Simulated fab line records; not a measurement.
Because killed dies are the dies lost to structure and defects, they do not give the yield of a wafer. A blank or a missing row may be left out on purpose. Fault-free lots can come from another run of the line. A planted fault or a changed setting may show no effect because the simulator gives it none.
Matching of chambers -- flow nand harc -- 4 sister chambers for NHARC_A_STAIRCASE_DESCUM_219 on rie diel-02
The step chemistry O2, time 3 s. 18 wafers are shown with their chamber, then 9 later ones without.

## EACH WAFER AND ITS CHAMBER
wafer,chamber,drypump motor current A (A),showerhead plenum p Torr (Torr),rf vpp V (V)
L074.3,1,5.8,1.97,57.8
L074.4,1,5.8,1.97,57.9
L074.6,0,6.1,2.06,58.0
L074.1,2,6.5,2.06,58.6
L074.2,0,6.1,2.06,58.4
L074.5,2,6.5,2.06,59.4
L076.1,3,5.5,1.85,57.9
L076.2,2,6.5,2.05,57.8
L076.3,0,6.1,2.06,58.5
L081.2,3,5.5,1.84,58.0
L081.3,0,6.1,2.06,57.0
L081.4,1,5.9,1.96,57.7
L084.4,2,6.5,2.05,58.0
L084.5,0,6.1,2.05,60.1
L084.6,3,5.5,1.84,57.9
L085.2,3,5.5,1.84,57.3
L085.5,2,6.5,2.05,57.0
L085.6,3,5.5,1.84,57.3

SIGNATURES (means of the wafers above)
reading,chamber 0,chamber 1,chamber 2,chamber 3,scatter within a chamber
drypump motor current A,6.100,5.833,6.500,5.500,0.0218
showerhead plenum p Torr,2.0580,1.9667,2.0540,1.8420,0.00498
rf vpp V,58.400,57.800,58.160,57.680,0.791
Rule: distance of a wafer from a chamber = root of the sum over the readings of ((wafer's reading minus chamber's mean) / reading's scatter) squared. The wafer belongs to the nearest chamber; if the next one is less than 2 further off, it can't be placed. How the scatter is found: for the shown wafers, subtract from each reading the mean of its chamber, square and add these, divide the total by (wafers less chambers), then take the root.

## WAFERS WHOSE CHAMBER IS MISSING
wafer,drypump motor current A (A),showerhead plenum p Torr (Torr),rf vpp V (V)
L089.2,5.8,1.96,58.8
L089.5,5.8,1.96,56.3
L089.6,6.1,2.05,58.2
L091.1,6.5,2.04,58.8
L091.3,5.5,1.83,57.1
L091.4,5.8,1.95,58.5
L092.1,6.1,2.04,56.4
L092.4,5.5,1.83,56.7
L092.5,6.5,2.04,58.7

## WHICH CHAMBER EACH ONE RAN IN
wafer,from the rows above,in truth
L089.2,1,1
L089.5,1,1
L089.6,0,0
L091.1,2,2
L091.3,3,3
L091.4,1,1
L092.1,0,0
L092.4,3,3
L092.5,2,2
9 of 9 placed correctly. Number that these rows cannot place: 0. Number placed wrongly: 0.
